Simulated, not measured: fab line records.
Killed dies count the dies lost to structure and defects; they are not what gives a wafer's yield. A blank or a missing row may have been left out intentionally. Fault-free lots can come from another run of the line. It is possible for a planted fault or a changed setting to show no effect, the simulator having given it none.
fab line records	flow n5-finfet	part 1 of 2: steps 1 to 23 of 30
[record] lots = 5	wafers = 15	last-day = 17
route steps=1938 shown BEOL_M9@1465 BEOL_M10@1470
lots untouched by any fault: they come from a run of this same line in which no faults occurred
start-h: start of the lot's first displayed wafer, in hours after the record's first day	wait-h: time in hours since the lot's previous step	" same as the row above	L1.1+2: a single row standing in for several wafers	- no value present, or no start provided	* or withheld: withheld	< > ~ a bound
route shown NAME@n: a module of which the file shows steps, and the number in the route of the first	usual: average and standard deviation across the fault-free wafers	same: alike in all rows	chamber/n: place in a boat	sites: each site's reading	_std_site: standard deviation of those values	_edge_site: the outer-site mean with the inner-site mean subtracted	radius-mm: how far each site lies from the wafer's centre	mask NAME#n: copy n	behind: the last tool/chamber to shape the wafer	hold: what put the lot on hold/how long, in hours/how the hold closed	device: transistor that didn't switch, given as n, p or np	end of line: the route-end tests of the same wafers	where a step has no rows: the recipe by itself	killed: dies lost to structure and defects at the first sort, not the wafer's yield	map: dies across one wafer; x = killed, . = not, _ = none there
set.NAME: the setting that was run; set.NAME@STEP: the one run at that earlier step	model.NAME: the simulator's own value behind a step, which no gauge read
lots at some steps of the route; a table a step, a row a wafer
services: the hour from which a tool's chamber was out of use, counted from the record's first day as start-h (under 0 if before that day), plus the number of hours and why
[[steps]]
[step N5_BEOL_M9_THK_MEAS_53]
[recipe] thk-meas-gauge = xrf	reads = Cu_of_BEOL_M9_ECD_50
[usual] M9_THK = 140.0/2.4
lot.wafer	tool	chamber	start-h	wait-h	M9_THK[nm]
L084.2	film-metro-01	-	259.73	-	139.7
L084.3	"	-	"	"	136.1
L084.4	"	-	"	"	137.4
L088.1	film-metro-01	-	286.07	-	143.4
L088.2	"	-	"	"	136.3
L088.5	"	-	"	"	138.6
L086.1	film-metro-01	-	287.00	-	141.9
L086.4	"	-	"	"	141.8
L086.5	"	-	"	"	143.5
L089.1	film-metro-02	-	302.16	-	137.7
L089.3	"	-	"	"	138.1
L089.4	"	-	"	"	141.7
L095.1	film-metro-02	-	350.26	-	138.9
L095.2	"	-	"	"	139.7
L095.3	"	-	"	"	141.8
[step N5_BEOL_M9_PRE_CLEAN_55]
[recipe] gas = NH3	time-s = 15	temp-c = withheld	rf-power-w = 300
lot.wafer	tool	chamber	start-h	wait-h	since-wet-clean-h
L084.2	pecvd-03	2	259.77	0.0	16
L084.3	"	0	"	"	782
L084.4	"	2	"	"	-
L088.1	pecvd-03	0	286.11	0.0	809
L088.2	"	1	"	"	1534
L088.5	"	2	"	"	-
L086.1	pecvd-01	2	287.04	0.0	418
L086.4	"	1	"	"	-
L086.5	"	2	"	"	-
L089.1	pecvd-04	1	302.19	0.0	2094
L089.3	"	0	"	"	1369
L089.4	"	2	"	"	-
L095.1	pecvd-04	0	350.30	0.0	1417
L095.2	"	2	"	"	663
L095.3	"	1	"	"	2142
[step N5_BEOL_M9_DEP_56]
[recipe] material = SiCN	target-thk-a = 150	temp-c = withheld	precursor = 3MS/NH3	pressure-torr = 3	rf-w = 202	time-s = 26.5
[usual] showerhead-plenum-p-Torr = 3.667/0.011	showerhead-vpp-V = 865/28	throttle-valve-pct = 9.0/0.4
lot.wafer	tool	chamber	start-h	wait-h	showerhead-plenum-p-Torr	showerhead-vpp-V	since-wet-clean-h	throttle-valve-pct
L084.2	pecvd-03	2	259.80	0.0	3.682	877	17	8.3
L084.3	"	0	"	"	3.661	849	782	9.4
L084.4	"	2	"	"	3.664	869	-	8.0
L088.1	pecvd-03	0	286.13	0.0	3.667	862	809	9.3
L088.2	"	1	"	"	3.670	845	1534	9.0
L088.5	"	2	"	"	3.676	852	-	8.4
L086.1	pecvd-01	2	287.06	0.0	3.652	888	418	8.7
L086.4	"	1	"	"	3.676	874	-	9.5
L086.5	"	2	"	"	3.649	882	-	8.7
L089.1	pecvd-04	1	302.22	0.0	3.658	862	2094	9.6
L089.3	"	0	"	"	3.663	894	1369	8.7
L089.4	"	2	"	"	3.658	817	-	8.8
L095.1	pecvd-04	0	350.33	0.0	3.656	915	1417	8.5
L095.2	"	2	"	"	3.668	816	663	8.7
L095.3	"	1	"	"	3.650	835	2142	9.4
[step N5_BEOL_M9_RS_MEAS_57]
[recipe] thk-meas-gauge = four-point-probe	reads = Cu_of_BEOL_M9_ECD_50+Co_of_BEOL_M9_CVD_78+TaN_of_BEOL_M9_ALD_74
[usual] M9_RS = 0.1519/0.0027
lot.wafer	tool	chamber	start-h	wait-h	M9_RS[ohm/sq]
L084.2	film-metro-01	-	259.87	0.1	0.1520
L084.3	"	-	"	"	0.1566
L084.4	"	-	"	"	0.1548
L088.1	film-metro-02	-	286.21	0.1	0.1484
L088.2	"	-	"	"	0.1564
L088.5	"	-	"	"	0.1537
L086.1	film-metro-02	-	287.14	0.1	0.1517
L086.4	"	-	"	"	0.1517
L086.5	"	-	"	"	0.1494
L089.1	film-metro-02	-	302.29	0.1	0.1537
L089.3	"	-	"	"	0.1533
L089.4	"	-	"	"	0.1490
L095.1	film-metro-02	-	350.40	0.1	0.1540
L095.2	"	-	"	"	0.1526
L095.3	"	-	"	"	0.1504
[step N5_BEOL_M9_INSPECT_58]
[recipe] inspect-instrument = darkfield	mode = post-dep
[usual] raw-defect-count = 78/30
lot.wafer	tool	chamber	start-h	wait-h	raw-defect-count
L084.2	defect-inspect-01	-	259.90	0.0	71
L084.3	"	-	"	"	69
L084.4	"	-	"	"	79
L088.1	defect-inspect-01	-	286.24	0.0	104
L088.2	"	-	"	"	69
L088.5	"	-	"	"	86
L086.1	defect-inspect-02	-	287.16	0.0	85
L086.4	"	-	"	"	70
L086.5	"	-	"	"	55
L089.1	defect-inspect-02	-	302.32	0.0	90
L089.3	"	-	"	"	60
L089.4	"	-	"	"	99
L095.1	defect-inspect-02	-	350.43	0.0	64
L095.2	"	-	"	"	56
L095.3	"	-	"	"	73
[step N5_BEOL_M10_ILD_DEP_00]
[recipe] material = SiCOH_lowk	target-thk-a = 3085.1	temp-c = 300	precursor = DEMS/porogen	pressure-torr = 5	rf-w = 500	time-s = 58
[usual] heater-power-w = 293/57	showerhead-plenum-p-Torr = 5.741/0.015	showerhead-vpp-V = 1353/48	throttle-valve-pct = 13.6/0.7
lot.wafer	tool	chamber	start-h	wait-h	heater-power-w	showerhead-plenum-p-Torr	showerhead-vpp-V	since-wet-clean-h	throttle-valve-pct
L084.2	pecvd-02	2	259.93	0.0	391	5.734	1309	210	12.5
L084.3	"	1	"	"	301	5.776	1359	-	13.9
L084.4	"	2	"	"	401	5.726	1313	-	12.6
L088.1	pecvd-04	2	286.28	0.0	281	5.747	1279	599	13.1
L088.2	"	0	"	"	226	5.735	1418	1353	12.9
L088.5	"	0	"	"	231	5.736	1446	-	13.3
L086.1	pecvd-03	1	287.20	0.0	234	5.767	1345	1535	13.4
L086.4	"	0	"	"	299	5.740	1355	-	14.0
L086.5	"	1	"	"	234	5.758	1336	-	13.4
L089.1	pecvd-02	0	302.36	0.0	246	5.747	1412	1006	14.0
L089.3	"	2	"	"	360	5.711	1300	252	12.4
L089.4	"	0	"	"	253	5.732	1383	-	13.9
L095.1	pecvd-03	0	350.46	0.0	313	5.756	1347	873	14.4
L095.2	"	2	"	"	275	5.740	1369	107	12.8
L095.3	"	1	"	"	241	5.742	1337	1598	13.5
[step N5_BEOL_M10_CURE_71]
[recipe] temp-c = 385	time-s = 240	ambient = He/Ar	material = SiCOH_lowk
[usual] lamp-power-pct = 52.31/0.054	wafer_temp_C_max = 386.7/0.69
lot.wafer	tool	chamber	start-h	wait-h	lamp-power-pct	wafer_temp_C_max
L084.2	uv-cure-01	0	260.12	0.2	52.34	385.8
L084.3	"	0	"	"	52.31	386.6
L084.4	"	0	"	"	52.25	385.9
L088.1	uv-cure-01	1	286.36	0.0	52.31	385.9
L088.2	"	1	"	"	52.31	385.8
L088.5	"	1	"	"	52.26	385.5
L086.1	uv-cure-02	0	287.28	0.0	52.41	387.4
L086.4	"	0	"	"	52.31	387.0
L086.5	"	0	"	"	52.32	386.7
L089.1	uv-cure-02	2	302.43	0.0	52.23	386.3
L089.3	"	2	"	"	52.44	386.9
L089.4	"	2	"	"	52.29	386.2
L095.1	uv-cure-02	2	350.54	0.0	52.31	386.8
L095.2	"	2	"	"	52.34	386.9
L095.3	"	2	"	"	52.27	386.6
[step N5_BEOL_M10_THK_MEAS_01]
[recipe] reads = SiCOH_lowk_of_BEOL_M10_ILD_DEP_00
[usual] M10_ILD_THK = 268/3.3
lot.wafer	tool	chamber	start-h	wait-h	M10_ILD_THK[nm]
L084.2	film-metro-02	-	260.55	0.4	265
L084.3	"	-	"	"	270
L084.4	"	-	"	"	272
L088.1	film-metro-01	-	286.87	0.4	265
L088.2	"	-	"	"	266
L088.5	"	-	"	"	270
L086.1	film-metro-02	-	288.27	0.8	266
L086.4	"	-	"	"	269
L086.5	"	-	"	"	265
L089.1	film-metro-01	-	302.95	0.4	267
L089.3	"	-	"	"	266
L089.4	"	-	"	"	270
L095.1	film-metro-02	-	351.05	0.4	268
L095.2	"	-	"	"	263
L095.3	"	-	"	"	266
[step N5_BEOL_M10_PECVD_70]
[recipe] material = SiO2	target-thk-a = 200	temp-c = 400	precursor = TEOS/O2	pressure-torr = 5.5	rf-w = 450	teos-flow-sccm = 53.8	gas = O2	flow-sccm = 3000	time-s = 22.7
[usual] heater-power-w = 687/99	showerhead-plenum-p-Torr = 8.79/0.059	showerhead-vpp-V = 1280/49	throttle-valve-pct = 21.9/1.1
lot.wafer	tool	chamber	start-h	wait-h	heater-power-w	showerhead-plenum-p-Torr	showerhead-vpp-V	since-wet-clean-h	throttle-valve-pct
L084.2	pecvd-04	0	260.59	0.0	625	8.74	1369	1327	21.0
L084.3	"	2	"	"	615	8.78	1213	-	21.1
L084.4	"	0	"	"	616	8.73	1371	-	21.1
L088.1	pecvd-04	2	286.91	0.0	640	8.78	1233	599	21.2
L088.2	"	1	"	"	721	8.70	1262	2078	23.5
L088.5	"	0	"	"	551	8.76	1384	-	21.0
L086.1	pecvd-02	2	288.31	0.0	857	8.73	1241	238	20.5
L086.4	"	2	"	"	837	8.70	1236	-	20.1
L086.5	"	1	"	"	702	8.86	1267	-	22.3
L089.1	pecvd-02	2	302.98	0.0	882	8.72	1246	253	20.3
L089.3	"	0	"	"	698	8.80	1330	1007	22.8
L089.4	"	0	"	"	692	8.80	1317	-	23.2
L095.1	pecvd-04	2	351.09	0.0	701	8.78	1200	663	21.4
L095.2	"	0	"	"	584	8.74	1393	1417	21.0
L095.3	"	1	"	"	855	8.72	1277	2142	23.3
[step N5_BEOL_M10_HM_DEP_02]
[recipe] material = TiN	target-thk-a = 200	temp-c = 25	chamber-pressure-pa = 0.49996
[usual] throttle-valve-pct = 29.9/0.6
lot.wafer	tool	chamber	start-h	wait-h	throttle-valve-pct
L084.2	pvd-sputter-01	-	261.92	1.3	30.4
L084.3	"	-	"	"	29.9
L084.4	"	-	"	"	30.6
L088.1	pvd-sputter-03	-	287.95	1.0	30.3
L088.2	"	-	"	"	29.2
L088.5	"	-	"	"	29.0
L086.1	pvd-sputter-03	-	290.19	1.9	29.3
L086.4	"	-	"	"	30.3
L086.5	"	-	"	"	29.4
L089.1	pvd-sputter-02	-	303.43	0.4	28.9
L089.3	"	-	"	"	30.8
L089.4	"	-	"	"	30.6
L095.1	pvd-sputter-03	-	352.43	1.3	29.5
L095.2	"	-	"	"	30.5
L095.3	"	-	"	"	29.6
[step N5_BEOL_M10_COAT_59]
[recipe] resist = SOC	temp-c = 250	time-s = 60	spin-rpm = 1500	resist-thk-nm = 100
[usual] dispense-pressure-kPa = 50/3.8
lot.wafer	tool	chamber	start-h	wait-h	dispense-pressure-kPa
L084.2	litho-track-01	0	262.05	0.1	47
L084.3	"	0	"	"	47
L084.4	"	0	"	"	48
L088.1	litho-track-03	0	288.08	0.1	55
L088.2	"	0	"	"	55
L088.5	"	0	"	"	55
L086.1	litho-track-01	0	290.32	0.1	48
L086.4	"	0	"	"	48
L086.5	"	0	"	"	48
L089.1	litho-track-03	0	303.55	0.1	55
L089.3	"	0	"	"	55
L089.4	"	0	"	"	55
L095.1	litho-track-02	0	352.56	0.1	47
L095.2	"	0	"	"	47
L095.3	"	0	"	"	47
[step N5_BEOL_M10_COAT_60]
[recipe] resist = SiARC	temp-c = 220	time-s = 60	spin-rpm = 1500	resist-thk-nm = 30
[usual] dispense-pressure-kPa = 50/3.8
lot.wafer	tool	chamber	start-h	wait-h	dispense-pressure-kPa
L084.2	litho-track-01	0	-	-	47
L084.3	"	0	"	"	47
L084.4	"	0	"	"	47
L088.1	litho-track-03	0	-	-	55
L088.2	"	0	"	"	55
L088.5	"	0	"	"	55
L086.1	litho-track-01	0	-	-	47
L086.4	"	0	"	"	47
L086.5	"	0	"	"	47
L089.1	litho-track-03	0	-	-	55
L089.3	"	0	"	"	55
L089.4	"	0	"	"	55
L095.1	litho-track-02	0	-	-	47
L095.2	"	0	"	"	47
L095.3	"	0	"	"	47
[step N5_BEOL_M10_COAT_05]
[recipe] resist = CAR-ArF	spin-rpm = 1500	resist-thk-nm = 90
[usual] dispense-pressure-kPa = 50/3.9
lot.wafer	tool	chamber	start-h	wait-h	dispense-pressure-kPa
L084.2	litho-track-01	0	-	-	47
L084.3	"	0	"	"	47
L084.4	"	0	"	"	47
L088.1	litho-track-03	0	-	-	55
L088.2	"	0	"	"	55
L088.5	"	0	"	"	55
L086.1	litho-track-01	0	-	-	47
L086.4	"	0	"	"	47
L086.5	"	0	"	"	47
L089.1	litho-track-03	0	-	-	55
L089.3	"	0	"	"	55
L089.4	"	0	"	"	55
L095.1	litho-track-02	0	-	-	47
L095.2	"	0	"	"	47
L095.3	"	0	"	"	47
[step N5_BEOL_M10_EBR_07]
[recipe] solvent = PGMEA	ebr-width-mm = 1.5
[same] ebr-width-mm = 1.5
lot.wafer	tool	chamber	start-h	wait-h
L084.2+3+4	litho-track-01	0	-	-
L088.1+2+5	litho-track-03	0	-	-
L086.1+4+5	litho-track-01	0	-	-
L089.1+3+4	litho-track-03	0	-	-
L095.1+2+3	litho-track-02	0	-	-
[step N5_BEOL_M10_SOFTBAKE_06]
[recipe] temp-c = 110	time-s = 60	resist = CAR-ArF
lot.wafer	tool	chamber	start-h	wait-h
L084.2+3+4	litho-track-01	0	-	-
L088.1+2+5	litho-track-03	0	-	-
L086.1+4+5	litho-track-01	0	-	-
L089.1+3+4	litho-track-03	0	-	-
L095.1+2+3	litho-track-02	0	-	-
[step N5_BEOL_M10_EXPOSE_08]
[recipe] mask-id = M10	na = 1.35	source-shape = dipole	sigma-inner = 0.411	sigma-outer = 0.611	polarization = te	dose-mj = 53.75
[usual] reticle-temp-C = 23.01/0.1
[same] na = 1.35
lot.wafer	tool	chamber	start-h	wait-h	mask	reticle-temp-C
L084.2	arfi-scanner-02	0	262.17	-	M10#0	22.90
L084.3	"	0	"	"	M10#0	22.99
L084.4	"	0	"	"	M10#0	23.10
L088.1	arfi-scanner-02	0	288.20	-	M10#0	22.94
L088.2	"	0	"	"	M10#0	22.92
L088.5	"	0	"	"	M10#0	22.77
L086.1	arfi-scanner-03	0	290.56	-	M10#0	23.05
L086.4	"	0	"	"	M10#0	22.90
L086.5	"	0	"	"	M10#0	22.91
L089.1	arfi-scanner-02	0	303.67	-	M10#0	22.90
L089.3	"	0	"	"	M10#0	23.11
L089.4	"	0	"	"	M10#0	22.86
L095.1	arfi-scanner-03	0	352.84	-	M10#0	23.06
L095.2	"	0	"	"	M10#0	23.01
L095.3	"	0	"	"	M10#0	23.14
[step N5_BEOL_M10_PEB_09]
[recipe] peb-temp-c = withheld	peb-time-s = 60	resist = CAR-ArF
[same] peb-time-s = 60
lot.wafer	tool	chamber	start-h	wait-h
L084.2+3+4	litho-track-03	0	262.23	0.0
L088.1+2+5	litho-track-02	0	288.25	0.1
L086.1+4+5	litho-track-03	0	290.62	0.1
L089.1+3+4	litho-track-03	0	303.73	0.1
L095.1+2+3	litho-track-01	0	352.90	0.1
[step N5_BEOL_M10_DEVELOP_10]
[recipe] develop-time-s = 30	developer = TMAH	resist = CAR-ArF	rinse-liquid = diw	dry = air-spin	dev-temp-c = 23
lot.wafer	tool	chamber	start-h	wait-h
L084.2+3+4	litho-track-03	0	-	-
L088.1+2+5	litho-track-02	0	-	-
L086.1+4+5	litho-track-03	0	-	-
L089.1+3+4	litho-track-03	0	-	-
L095.1+2+3	litho-track-01	0	-	-
[step N5_BEOL_M10_CD_MEAS_11]
[recipe] target-cd-nm = 64.1	landing-energy-ev = 500	detector = se-inlens	polarity = opening
[usual] cd-nm = 64.1/0.44
lot.wafer	tool	chamber	start-h	wait-h	cd-nm
L084.2	cd-sem-03	0	262.29	-	63.7
L084.3	"	0	"	"	64.8
L084.4	"	0	"	"	64.2
L088.1	cd-sem-01	0	288.32	-	64.1
L088.2	"	0	"	"	64.4
L088.5	"	0	"	"	63.9
L086.1	cd-sem-01	0	290.69	-	63.6
L086.4	"	0	"	"	63.4
L086.5	"	0	"	"	63.9
L089.1	cd-sem-03	0	303.80	-	64.4
L089.3	"	0	"	"	64.5
L089.4	"	0	"	"	63.7
L095.1	cd-sem-02	0	352.96	-	63.2
L095.2	"	0	"	"	63.7
L095.3	"	0	"	"	63.7
[step N5_BEOL_M10_OVL_MEAS_12]
[recipe] points-per-wafer = 44
[usual] M10_OVL = 0.5/0.67
lot.wafer	tool	chamber	start-h	wait-h	M10_OVL[nm]
L084.2	overlay-01	0	262.32	0.0	1.3
L084.3	"	0	"	"	0.6
L084.4	"	0	"	"	2.1
L088.1	overlay-02	0	288.35	0.0	-0.1
L088.2	"	0	"	"	-0.3
L088.5	"	0	"	"	0.2
L086.1	overlay-01	0	290.72	0.0	1.0
L086.4	"	0	"	"	0.9
L086.5	"	0	"	"	1.1
L089.1	overlay-01	0	303.83	0.0	0.0
L089.3	"	0	"	"	0.7
L089.4	"	0	"	"	2.3
L095.1	overlay-01	0	352.99	0.0	-0.2
L095.2	"	0	"	"	-0.6
L095.3	"	0	"	"	-0.2
[step N5_BEOL_M10_INSPECT_13]
[recipe] mode = adi	inspect-instrument = brightfield
[usual] raw-defect-count = 408/99
lot.wafer	tool	chamber	start-h	wait-h	raw-defect-count
L084.2	defect-inspect-02	-	262.35	0.0	278
L084.3	"	-	"	"	310
L084.4	"	-	"	"	278
L088.1	defect-inspect-01	-	288.38	0.0	481
L088.2	"	-	"	"	400
L088.5	"	-	"	"	432
L086.1	defect-inspect-01	-	290.74	0.0	469
L086.4	"	-	"	"	364
L086.5	"	-	"	"	354
L089.1	defect-inspect-02	-	303.85	0.0	452
L089.3	"	-	"	"	390
L089.4	"	-	"	"	489
L095.1	defect-inspect-01	-	353.02	0.0	348
L095.2	"	-	"	"	386
L095.3	"	-	"	"	378
[step N5_BEOL_M10_DESCUM_16]
[recipe] chemistry = O2	time-s = 7.9	source-power-w = 50	bias-power-w = 20	pressure-mtorr = 20	rf-frequency-hz = 2.712e+07	temp-c = 40	resist = CAR-ArF	o2-flow-sccm = 225
[usual] drypump-motor-current-A = 5.8/0.37	oes-product-au = 0.83/0.076	rf-vpp-V = 243.4/1.5	showerhead-plenum-p-Torr = 2.11/0.081	throttle-valve-pct = 20.40/0.24
lot.wafer	tool	chamber	start-h	wait-h	drypump-motor-current-A	oes-product-au	rf-hours-counter-h	rf-vpp-V	showerhead-plenum-p-Torr	throttle-valve-pct
L084.2	rie-diel-06	2	262.38	0.0	6.3	0.88	45	244.6	2.21	20.07
L084.3	"	0	"	"	5.7	0.89	34	245.8	2.22	20.35
L084.4	"	3	"	"	5.6	0.89	20	241.7	2.05	20.38
L088.1	rie-diel-02	3	288.41	0.0	6.6	0.74	137	244.3	2.19	20.30
L088.2	"	2	"	"	5.7	0.72	173	241.8	2.00	20.73
L088.5	"	1	"	"	5.6	0.86	-	242.3	2.04	20.23
L086.1	rie-diel-02	0	290.78	0.0	6.1	0.86	52	242.0	2.03	20.22
L086.4	"	1	"	"	5.6	0.86	48	242.8	2.04	20.23
L086.5	"	0	"	"	6.1	0.86	-	243.1	2.03	20.22
L089.1	rie-diel-06	0	304.08	0.2	5.7	0.88	49	245.5	2.21	20.38
L089.3	"	2	"	"	6.3	0.87	57	245.1	2.21	20.11
L089.4	"	1	"	"	5.2	0.69	247	244.6	2.14	20.85
L095.1	rie-diel-02	1	353.14	0.1	5.6	0.83	71	243.3	2.03	20.26
L095.2	"	3	"	"	6.6	0.72	162	245.1	2.18	20.35
L095.3	"	0	"	"	6.2	0.83	74	241.9	2.02	20.26
[step N5_BEOL_M10_ETCH_61]
[recipe] chemistry = CF4	target = SiARC	target-depth-a = 390	mask-material = CAR-ArF	time-s = 65	ion-energy-ev = 80	pressure-mtorr = 40	source-w = 545	bias-w = 36	Ar_flow_sccm = 100	cf4-flow-sccm = 100	ends = cleared
[usual] drypump-motor-current-A = 5.8/0.38	etch-rf-on-time-s = 64.7/0.82	oes-product-au = 0.71/0.062	rf-vpp-V = 184.4/1.3	showerhead-plenum-p-Torr = 2.16/0.08	throttle-valve-pct = 15.57/0.25
lot.wafer	tool	chamber	start-h	wait-h	drypump-motor-current-A	etch-rf-on-time-s	oes-product-au	rf-hours-counter-h	rf-vpp-V	showerhead-plenum-p-Torr	throttle-valve-pct
L084.2	rie-diel-06	2	262.42	0.0	6.3	65.9	0.74	45	184.3	2.27	15.30
L084.3	"	0	"	"	5.7	65.0	0.76	35	186.2	2.26	15.51
L084.4	"	3	"	"	5.6	64.1	0.77	20	184.4	2.10	15.48
L088.1	rie-diel-02	3	288.45	0.0	6.5	65.2	0.64	137	185.9	2.24	15.54
L088.2	"	2	"	"	5.7	64.1	0.63	173	182.4	2.05	15.93
L088.5	"	1	"	"	5.6	65.2	0.74	-	182.6	2.09	15.37
L086.1	rie-diel-02	0	290.81	0.0	6.1	65.2	0.74	52	183.5	2.09	15.39
L086.4	"	1	"	"	5.6	65.6	0.74	49	183.9	2.09	15.36
L086.5	"	0	"	"	6.1	65.6	0.72	-	183.3	2.09	15.37
L089.1	rie-diel-06	0	304.11	0.0	5.7	65.7	0.74	49	186.2	2.26	15.53
L089.3	"	2	"	"	6.3	66.0	0.73	57	186.0	2.26	15.32
L089.4	"	1	"	"	5.2	65.6	0.59	247	184.8	2.20	16.11
L095.1	rie-diel-02	1	353.17	0.0	5.6	66.2	0.70	71	182.4	2.08	15.40
L095.2	"	3	"	"	6.6	65.4	0.62	162	184.9	2.23	15.58
L095.3	"	0	"	"	6.1	65.7	0.70	74	182.7	2.08	15.43
